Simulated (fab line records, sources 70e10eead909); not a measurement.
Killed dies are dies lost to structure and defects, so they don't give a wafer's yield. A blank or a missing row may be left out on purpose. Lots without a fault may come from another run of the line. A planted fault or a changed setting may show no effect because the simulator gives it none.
Which tool did it? | flow nand_harc | 24 lots, 72 wafers sampled, at 6 steps of a route of 1302

WHAT THE GAUGES READ, wafer by wafer
NHARC_A_BONDPAD_OVL_MEAS_35. Usual: overlay_x_nm 0 nm, standard deviation 5.7; overlay_y_nm -1 nm, standard deviation 4.9.
lot  | measured     | on         | overlay_x_nm (nm) | overlay_y_nm (nm) | flag
L074 | day 23 14:28 | overlay-01 | 4 4 4             | 0 0 0             |
L075 | day 23 15:28 | overlay-01 | -5 -5 -4          | 1 1 1             |
L076 | day 23 22:33 | overlay-01 | 6 6 6             | -4 -5 -5          |
L077 | day 23 23:35 | overlay-02 | 1 1 0             | 0 1 0             |
L079 | day 24 19:53 | overlay-01 | 3 3 4             | 4 4 4             |
L078 | day 24 21:59 | overlay-02 | 5 5 5             | 4 5 4             |
L080 | day 25 11:44 | overlay-01 | 8 8 8             | 1 1 1             |
L081 | day 25 14:22 | overlay-01 | -8 -8 -8          | -5 -4 -4          |
L082 | day 26 23:35 | overlay-01 | 5 4 5             | 9 9 9             |
L084 | day 27 00:56 | overlay-02 | -1 -1 0           | -9 -9 -9          |
L083 | day 27 05:25 | overlay-01 | 5 5 5             | 5 4 4             |
L085 | day 27 14:35 | overlay-02 | -2 -2 -2          | 1 1 1             |
L086 | day 28 10:50 | overlay-02 | -7 -7 -7          | 5 5 5             |
L089 | day 28 16:33 | overlay-02 | 5 5 5             | -6 -6 -6          |
L087 | day 28 19:10 | overlay-01 | 2 2 2             | -1 0 0            |
L088 | day 29 08:38 | overlay-01 | 2 2 1             | -11 -11 -11       |
L090 | day 29 10:46 | overlay-01 | -4 -4 -4          | 4 5 4             |
L091 | day 30 14:47 | overlay-01 | -17 -17 -17       | -9 -9 -9          |
L093 | day 30 18:19 | overlay-02 | 1 1 1             | 0 0 -1            |
L092 | day 30 19:19 | overlay-01 | 6 6 7             | -3 -2 -3          |
L094 | day 31 06:13 | overlay-01 | -3 -3 -4          | -2 -2 -2          |
L095 | day 32 03:42 | overlay-02 | -2 -2 -2          | -3 -3 -2          |
L096 | day 32 10:28 | overlay-02 | 5 5 4             | 3 3 3             |
L097 | day 32 20:53 | overlay-01 | -3 -3 -3          | -1 -2 -2          |

WHICH TOOL RAN EACH LOT (tool, then ch and the chambers of the sampled wafers, then the start)
lot  | NHARC_A_CONTACT_ETCH_89                       | NHARC_A_CONTACT_ETCH_31                       | NHARC_A_M0_ETCH_34                 | NHARC_A_M1_PRE_CLEAN_32         | NHARC_A_M1_DEP_33
L074 | rie_diel-04 ch 0,2,3, day 23 05:02 or earlier | rie_diel-04 ch 1,3, day 23 05:02 or earlier   | rie_diel-09 ch 0,2, day 23 05:02   | pecvd-04 ch 0,1, day 23 12:22   | pecvd-04 ch 0,1, day 23 12:29
L075 | rie_diel-04 ch 0,2, day 23 06:50 or earlier   | rie_diel-04 ch 2,3, day 23 06:50 or earlier   | rie_diel-01 ch 0,2,3, day 23 06:50 | pecvd-04 ch 0,1, day 23 13:30   | pecvd-04 ch 0,1, day 23 13:35
L076 | rie_diel-04 ch 0,2,3, day 23 13:53 or earlier | rie_diel-04 ch 0,2, day 23 13:53 or earlier   | rie_diel-02 ch 0,1, day 23 13:53   | pecvd-04 ch 0,2, day 23 20:35   | pecvd-04 ch 0,2, day 23 20:40
L077 | rie_diel-11 ch 1,2,3, day 23 04:13            | rie_diel-11 ch 0,2,3, day 23 15:08 or earlier | rie_diel-02 ch 1,3, day 23 15:08   | pecvd-01 ch 0,1,2, day 23 21:39 | pecvd-01 ch 0,1,2, day 23 21:44
L079 | rie_diel-04 ch 0,1, day 24 11:26 or earlier   | rie_diel-04 ch 0,2,3, day 24 11:26 or earlier | rie_diel-02 ch 0,1,2, day 24 11:26 | pecvd-01 ch 0,2, day 24 18:04   | pecvd-01 ch 0,2, day 24 18:10
L078 | rie_diel-04 ch 0,2,3, day 24 13:23 or earlier | rie_diel-04 ch 2,3, day 24 13:23 or earlier   | rie_diel-09 ch 0,2,3, day 24 13:23 | pecvd-02 ch 0,2, day 24 20:03   | pecvd-02 ch 0,2, day 24 20:09
L080 | rie_diel-04 ch 2,3, day 25 02:47 or earlier   | rie_diel-04 ch 0,1, day 25 02:47 or earlier   | rie_diel-01 ch 2,3, day 25 02:47   | pecvd-01 ch 0,1, day 25 09:48   | pecvd-01 ch 0,1, day 25 09:55
L081 | rie_diel-04 ch 0,1,3, day 25 05:56 or earlier | rie_diel-04 ch 1,2, day 25 05:56 or earlier   | rie_diel-01 ch 1,2, day 25 05:56   | pecvd-01 ch 0,1, day 25 12:34   | pecvd-01 ch 0,1, day 25 12:41
L082 | rie_diel-04 ch 2,3, day 26 15:01 or earlier   | rie_diel-04 ch 0,3, day 26 15:01 or earlier   | rie_diel-01 ch 0,1,2, day 26 15:01 | pecvd-02 ch 0,1,2, day 26 21:39 | pecvd-02 ch 0,1,2, day 26 21:44
L084 | rie_diel-11 ch 1,2, day 26 16:22 or earlier   | rie_diel-11 ch 0,3, day 26 16:22 or earlier   | rie_diel-02 ch 1,2, day 26 16:22   | pecvd-02 ch 0,1, day 26 22:59   | pecvd-02 ch 0,1, day 26 23:06
L083 | rie_diel-13 ch 0,2, day 26 20:44 or earlier   | rie_diel-13 ch 1,2, day 26 20:44 or earlier   | rie_diel-01 ch 0,2, day 26 20:44   | pecvd-02 ch 0,1, day 27 03:27   | pecvd-02 ch 0,1, day 27 03:32
L085 | rie_diel-04 ch 2,3, day 27 05:59 or earlier   | rie_diel-04 ch 2,3, day 27 05:59 or earlier   | rie_diel-02 ch 0,1,2, day 27 05:59 | pecvd-01 ch 0,2, day 27 12:37   | pecvd-01 ch 0,2, day 27 12:46
L086 | rie_diel-04 ch 0,2, day 28 02:17 or earlier   | rie_diel-04 ch 1,2, day 28 02:17 or earlier   | rie_diel-01 ch 1,3, day 28 02:17   | pecvd-02 ch 0,1,2, day 28 09:01 | pecvd-02 ch 0,1,2, day 28 09:06
L089 | rie_diel-13 ch 0,1, day 28 08:16 or earlier   | rie_diel-13 ch 0,3, day 28 08:16 or earlier   | rie_diel-09 ch 1,2,3, day 28 08:16 | pecvd-02 ch 1,2, day 28 14:45   | pecvd-02 ch 1,2, day 28 14:52
L087 | rie_diel-13 ch 1,3, day 28 10:45 or earlier   | rie_diel-13 ch 0,1,3, day 28 10:45 or earlier | rie_diel-01 ch 0,3, day 28 10:45   | pecvd-01 ch 0,1,2, day 28 17:23 | pecvd-01 ch 0,1,2, day 28 17:31
L088 | rie_diel-04 ch 0,2,3, day 29 00:05 or earlier | rie_diel-04 ch 0,1,2, day 29 00:05 or earlier | rie_diel-09 ch 1,2, day 29 00:05   | pecvd-02 ch 0,1,2, day 29 06:50 | pecvd-02 ch 0,1,2, day 29 07:00
L090 | rie_diel-11 ch 0,1, day 29 02:10 or earlier   | rie_diel-11 ch 0,2,3, day 29 02:10 or earlier | rie_diel-01 ch 0,2, day 29 02:10   | pecvd-02 ch 1,2, day 29 08:49   | pecvd-02 ch 1,2, day 29 08:54
L091 | rie_diel-04 ch 0,2,3, day 30 06:02 or earlier | rie_diel-04 ch 0,1, day 30 06:02 or earlier   | rie_diel-09 ch 0,3, day 30 06:02   | pecvd-01 ch 0, day 30 12:40     | pecvd-01 ch 0, day 30 12:47
L093 | rie_diel-04 ch 0,2,3, day 30 09:44 or earlier | rie_diel-04 ch 0,1,2, day 30 09:44 or earlier | rie_diel-01 ch 0,3, day 30 09:44   | pecvd-02 ch 0,1,2, day 30 16:23 | pecvd-02 ch 0,1,2, day 30 16:28
L092 | rie_diel-04 ch 0,2,3, day 30 10:47 or earlier | rie_diel-04 ch 0,1,2, day 30 10:47 or earlier | rie_diel-01 ch 0,1,3, day 30 10:47 | pecvd-04 ch 0,1, day 30 17:24   | pecvd-04 ch 0,1, day 30 17:32
L094 | rie_diel-04 ch 2,3, day 30 20:56 or earlier   | rie_diel-04 ch 1,2,3, day 30 20:56 or earlier | rie_diel-09 ch 0,3, day 30 20:56   | pecvd-01 ch 0,1,2, day 31 04:16 | pecvd-01 ch 0,1,2, day 31 04:21
L095 | rie_diel-11 ch 0,2, day 31 19:04 or earlier   | rie_diel-11 ch 0,1,2, day 31 19:04 or earlier | rie_diel-02 ch 0,2,3, day 31 19:04 | pecvd-04 ch 0,2, day 32 01:43   | pecvd-04 ch 0,2, day 32 01:50
L096 | rie_diel-11 ch 0,2,3, day 32 01:59 or earlier | rie_diel-11 ch 0,1,3, day 32 01:59 or earlier | rie_diel-02 ch 1,2,3, day 32 01:59 | pecvd-01 ch 0,2, day 32 08:38   | pecvd-01 ch 0,2, day 32 08:43
L097 | rie_diel-04 ch 0,2, day 32 12:07 or earlier   | rie_diel-04 ch 0,2,3, day 32 12:07 or earlier | rie_diel-09 ch 1,2, day 32 12:07   | pecvd-04 ch 0,2, day 32 18:47   | pecvd-04 ch 0,2, day 32 18:56
- NHARC_A_CONTACT_ETCH_89: etches the open film in N2/H2, target depth 260 nm, time 475.3 s.
- NHARC_A_CONTACT_ETCH_31: etches the open film in O2/COS, target depth 2800 nm, time 728 s.
- NHARC_A_M0_ETCH_34: etches the open film in N2/H2, target depth 40 nm, overetch 12 nm, time 43.94 s.
- NHARC_A_M1_PRE_CLEAN_32: time 12 s.
- NHARC_A_M1_DEP_33: deposits SiCN, target thk 30 nm.

WHAT THE TOOLS THEMSELVES READ (means of the sampled wafers that have a number; where no wafer has one, the mark that the record gives instead)
NHARC_A_CONTACT_ETCH_89. Usual: drypump_motor_current_A 5.6 A, standard deviation 0.39; oes_product_au 1.002 a.u., standard deviation 0.0099; rf_vpp_V 429.4 V, standard deviation 2.1; showerhead_plenum_p_Torr 2.00 Torr, standard deviation 0.069; throttle_valve_pct 14.171 %, standard deviation 0.0097.
lot  | tool        | drypump_motor_current_A (A) | oes_product_au (a.u.) | rf_vpp_V (V) | showerhead_plenum_p_Torr (Torr) | throttle_valve_pct (%) | flag
L074 | rie_diel-04 | 5.6                         | 1.009                 | 429.5        | 2.00                            | 14.166                 |
L075 | rie_diel-04 | 5.6                         | 1.014                 | 429.6        | 2.00                            | 14.176                 |
L076 | rie_diel-04 | 5.6                         | 1.006                 | 429.5        | 2.00                            | 14.162                 |
L077 | rie_diel-11 | 6.0                         | 0.994                 | 430.2        | 2.04                            | 14.172                 |
L079 | rie_diel-04 | 5.3                         | 0.991                 | 427.5        | 1.94                            | 14.169                 |
L078 | rie_diel-04 | 5.6                         | 0.999                 | 429.3        | 2.00                            | 14.172                 |
L080 | rie_diel-04 | 5.7                         | 1.003                 | 429.9        | 2.02                            | 14.187                 |
L081 | rie_diel-04 | 5.5                         | 0.987                 | 429.3        | 1.97                            | 14.178                 |
L082 | rie_diel-04 | 5.7                         | 1.005                 | 429.4        | 2.02                            | 14.171                 |
L084 | rie_diel-11 | 6.0                         | 0.993                 | 429.5        | 1.97                            | 14.168                 |
L083 | rie_diel-13 | 6.2                         | 0.997                 | 427.5        | 1.96                            | 14.174                 |
L085 | rie_diel-04 | 5.7                         | 1.002                 | 429.5        | 2.02                            | 14.182                 |
L086 | rie_diel-04 | 5.6                         | 1.007                 | 428.2        | 1.99                            | 14.171                 |
L089 | rie_diel-13 | 5.9                         | 1.010                 | 428.2        | 1.96                            | 14.168                 |
L087 | rie_diel-13 | 4.9                         | 1.001                 | 430.5        | 2.03                            | 14.177                 |
L088 | rie_diel-04 | 5.6                         | 1.009                 | 429.6        | 2.00                            | 14.173                 |
L090 | rie_diel-11 | 6.2                         | 0.995                 | 430.4        | 2.04                            | 14.173                 |
L091 | rie_diel-04 | 5.6                         | 1.000                 | 429.7        | 2.00                            | 14.172                 |
L093 | rie_diel-04 | 5.6                         | 1.009                 | 429.7        | 2.00                            | 14.168                 |
L092 | rie_diel-04 | 5.6                         | 1.006                 | 429.6        | 2.00                            | 14.156                 |
L094 | rie_diel-04 | 5.7                         | 1.018                 | 429.0        | 2.01                            | 14.175                 |
L095 | rie_diel-11 | 5.5                         | 1.000                 | 429.2        | 2.00                            | 14.165                 |
L096 | rie_diel-11 | 5.8                         | 1.000                 | 431.4        | 2.08                            | 14.177                 |
L097 | rie_diel-04 | 5.6                         | 0.998                 | 429.6        | 1.99                            | 14.173                 |

NHARC_A_CONTACT_ETCH_31. Usual: drypump_motor_current_A 5.6 A, standard deviation 0.39; oes_product_au 1.002 a.u., standard deviation 0.0099; rf_vpp_V 313.4 V, standard deviation 1.5; showerhead_plenum_p_Torr 3.07 Torr, standard deviation 0.1; throttle_valve_pct 28.330 %, standard deviation 0.0087.
lot  | tool        | drypump_motor_current_A (A) | oes_product_au (a.u.) | rf_vpp_V (V) | showerhead_plenum_p_Torr (Torr) | throttle_valve_pct (%) | flag
L074 | rie_diel-04 | 5.5                         | 1.001                 | 313.2        | 3.05                            | 28.329                 |
L075 | rie_diel-04 | 5.7                         | 1.014                 | 313.8        | 3.10                            | 28.328                 |
L076 | rie_diel-04 | 5.6                         | 1.013                 | 314.0        | 3.06                            | 28.328                 |
L077 | rie_diel-11 | 5.8                         | 0.996                 | 315.4        | 3.21                            | 28.334                 |
L079 | rie_diel-04 | 5.6                         | 0.996                 | 312.9        | 3.07                            | 28.323                 |
L078 | rie_diel-04 | 5.7                         | 1.008                 | 313.9        | 3.09                            | 28.327                 |
L080 | rie_diel-04 | 5.3                         | 1.009                 | 311.8        | 2.98                            | 28.334                 |
L081 | rie_diel-04 | 5.4                         | 1.004                 | 311.6        | 2.99                            | 28.321                 |
L082 | rie_diel-04 | 5.6                         | 0.994                 | 313.2        | 3.07                            | 28.330                 |
L084 | rie_diel-11 | 6.1                         | 0.996                 | 316.1        | 3.30                            | 28.330                 |
L083 | rie_diel-13 | 5.1                         | 0.991                 | 312.0        | 3.00                            | 28.335                 |
L085 | rie_diel-04 | 5.7                         | 0.998                 | 313.5        | 3.09                            | 28.330                 |
L086 | rie_diel-04 | 5.5                         | 1.014                 | 312.9        | 3.04                            | 28.331                 |
L089 | rie_diel-13 | 5.7                         | 1.001                 | 316.1        | 3.21                            | 28.326                 |
L087 | rie_diel-13 | 5.5                         | 1.003                 | 313.6        | 3.11                            | 28.326                 |
L088 | rie_diel-04 | 5.5                         | 1.002                 | 312.6        | 3.02                            | 28.332                 |
L090 | rie_diel-11 | 5.9                         | 0.998                 | 314.5        | 3.19                            | 28.330                 |
L091 | rie_diel-04 | 5.4                         | 1.001                 | 312.2        | 3.00                            | 28.333                 |
L093 | rie_diel-04 | 5.5                         | 1.005                 | 312.5        | 3.01                            | 28.331                 |
L092 | rie_diel-04 | 5.5                         | 1.009                 | 312.5        | 3.01                            | 28.332                 |
L094 | rie_diel-04 | 5.5                         | 1.010                 | 313.0        | 3.03                            | 28.332                 |
L095 | rie_diel-11 | 5.9                         | 0.995                 | 314.4        | 3.09                            | 28.332                 |
L096 | rie_diel-11 | 6.2                         | 0.990                 | 314.8        | 3.20                            | 28.333                 |
L097 | rie_diel-04 | 5.6                         | 1.006                 | 313.0        | 3.06                            | 28.326                 |

NHARC_A_M0_ETCH_34. Usual: drypump_motor_current_A 5.7 A, standard deviation 0.49; oes_product_au 1.001 a.u., standard deviation 0.0084; rf_vpp_V 430.4 V, standard deviation 2.3; showerhead_plenum_p_Torr 2.03 Torr, standard deviation 0.088; throttle_valve_pct 14.172 %, standard deviation 0.0085.
lot  | tool        | drypump_motor_current_A (A) | oes_product_au (a.u.) | rf_vpp_V (V) | showerhead_plenum_p_Torr (Torr) | throttle_valve_pct (%) | flag
L074 | rie_diel-09 | 6.0                         | 1.010                 | 431.5        | 2.08                            | 14.178                 |
L075 | rie_diel-01 | 5.8                         | 1.006                 | 430.3        | 2.02                            | 14.170                 |
L076 | rie_diel-02 | 5.6                         | 1.001                 | 428.0        | 1.93                            | 14.166                 |
L077 | rie_diel-02 | 5.7                         | 1.007                 | 430.1        | 2.00                            | 14.172                 |
L079 | rie_diel-02 | 5.5                         | 1.002                 | 427.8        | 1.96                            | 14.168                 |
L078 | rie_diel-09 | 5.7                         | 0.997                 | 430.7        | 2.05                            | 14.173                 |
L080 | rie_diel-01 | 6.0                         | 0.992                 | 432.8        | 2.09                            | 14.174                 |
L081 | rie_diel-01 | 5.7                         | 0.980                 | 431.0        | 2.04                            | 14.174                 |
L082 | rie_diel-01 | 5.8                         | 0.992                 | 429.6        | 2.01                            | 14.172                 |
L084 | rie_diel-02 | 5.6                         | 0.997                 | 429.1        | 1.99                            | 14.170                 |
L083 | rie_diel-01 | 5.4                         | 0.988                 | 429.1        | 1.99                            | 14.167                 |
L085 | rie_diel-02 | 5.5                         | 1.004                 | 428.2        | 1.96                            | 14.169                 |
L086 | rie_diel-01 | 6.4                         | 0.997                 | 432.6        | 2.11                            | 14.175                 |
L089 | rie_diel-09 | 5.7                         | 1.006                 | 432.9        | 2.12                            | 14.184                 |
L087 | rie_diel-01 | 6.2                         | 0.996                 | 431.5        | 2.05                            | 14.173                 |
L088 | rie_diel-09 | 5.5                         | 0.992                 | 433.5        | 2.16                            | 14.170                 |
L090 | rie_diel-01 | 5.5                         | 1.002                 | 428.6        | 1.95                            | 14.175                 |
L091 | rie_diel-09 | 5.3                         | 1.008                 | 429.5        | 1.98                            | 14.173                 |
L093 | rie_diel-01 | 6.1                         | 1.003                 | 431.6        | 2.05                            | 14.169                 |
L092 | rie_diel-01 | 6.1                         | 1.003                 | 430.4        | 2.04                            | 14.174                 |
L094 | rie_diel-09 | 5.3                         | 1.005                 | 429.1        | 1.98                            | 14.176                 |
L095 | rie_diel-02 | 5.6                         | 1.010                 | 428.5        | 1.96                            | 14.164                 |
L096 | rie_diel-02 | 5.6                         | 1.009                 | 430.6        | 2.00                            | 14.167                 |
L097 | rie_diel-09 | 5.5                         | 1.003                 | 433.3        | 2.16                            | 14.177                 |

NHARC_A_M1_PRE_CLEAN_32. Usual: heater_power_outer_w 335 W, standard deviation 56; heater_power_w 583 W, standard deviation 87.
lot  | tool     | heater_power_outer_w (W) | heater_power_w (W) | flag
L074 | pecvd-04 | 394                      | 682                |
L075 | pecvd-04 | 311                      | 576                |
L076 | pecvd-04 | 346                      | 579                |
L077 | pecvd-01 | 324                      | 556                |
L079 | pecvd-01 | 314                      | 566                |
L078 | pecvd-02 | 295                      | 525                |
L080 | pecvd-01 | 393                      | 667                |
L081 | pecvd-01 | 339                      | 596                |
L082 | pecvd-02 | 335                      | 583                |
L084 | pecvd-02 | 367                      | 639                |
L083 | pecvd-02 | 314                      | 562                |
L085 | pecvd-01 | 324                      | 581                |
L086 | pecvd-02 | 315                      | 537                |
L089 | pecvd-02 | 318                      | 544                |
L087 | pecvd-01 | 356                      | 605                |
L088 | pecvd-02 | 319                      | 565                |
L090 | pecvd-02 | 262                      | 453                |
L091 | pecvd-01 | 341                      | 602                |
L093 | pecvd-02 | 323                      | 564                |
L092 | pecvd-04 | 366                      | 640                |
L094 | pecvd-01 | 352                      | 617                |
L095 | pecvd-04 | 395                      | 644                |
L096 | pecvd-01 | 309                      | 551                |
L097 | pecvd-04 | 360                      | 597                |

NHARC_A_M1_DEP_33. Usual: heater_power_outer_w 290 W, standard deviation 50; heater_power_w 522 W, standard deviation 77; showerhead_vpp_V 1308 V, standard deviation 92.
lot  | tool     | heater_power_outer_w (W) | heater_power_w (W) | showerhead_vpp_V (V) | flag
L074 | pecvd-04 | 305                      | 573                | 1287                 |
L075 | pecvd-04 | 302                      | 564                | 1299                 |
L076 | pecvd-04 | 317                      | 535                | 1375                 |
L077 | pecvd-01 | 316                      | 563                | 1274                 |
L079 | pecvd-01 | 229                      | 457                | 1293                 |
L078 | pecvd-02 | 218                      | 415                | 1353                 |
L080 | pecvd-01 | 363                      | 617                | 1289                 |
L081 | pecvd-01 | 276                      | 517                | 1336                 |
L082 | pecvd-02 | 309                      | 543                | 1319                 |
L084 | pecvd-02 | 315                      | 570                | 1251                 |
L083 | pecvd-02 | 311                      | 550                | 1289                 |
L085 | pecvd-01 | 284                      | 531                | 1269                 |
L086 | pecvd-02 | 293                      | 513                | 1323                 |
L089 | pecvd-02 | 278                      | 474                | 1357                 |
L087 | pecvd-01 | 294                      | 535                | 1296                 |
L088 | pecvd-02 | 272                      | 498                | 1311                 |
L090 | pecvd-02 | 237                      | 427                | 1395                 |
L091 | pecvd-01 | 280                      | 522                | 1392                 |
L093 | pecvd-02 | 254                      | 464                | 1328                 |
L092 | pecvd-04 | 296                      | 543                | 1264                 |
L094 | pecvd-01 | 282                      | 520                | 1271                 |
L095 | pecvd-04 | 314                      | 538                | 1301                 |
L096 | pecvd-01 | 301                      | 547                | 1275                 |
L097 | pecvd-04 | 284                      | 495                | 1371                 |

THE ANSWER, worked out from the rows above alone
Rule: a lot is off if the mean of its wafers that have a number lies more than 3 standard deviations from the usual mean. A lot without any number at a reading at which 4 lots or more have one is off too. The other lots that the step has rows for count as sound. The gauges are gone through in route order, then the tools' own readings, and for those a lot's mean is taken as printed above. The first step at which some lot is off is used, and at that step the reading that is off furthest; a lot without a number counts as furthest.
No lot is off at any reading shown: from this, nothing can be told.

WHAT THE SIMULATOR HAD PUT IN
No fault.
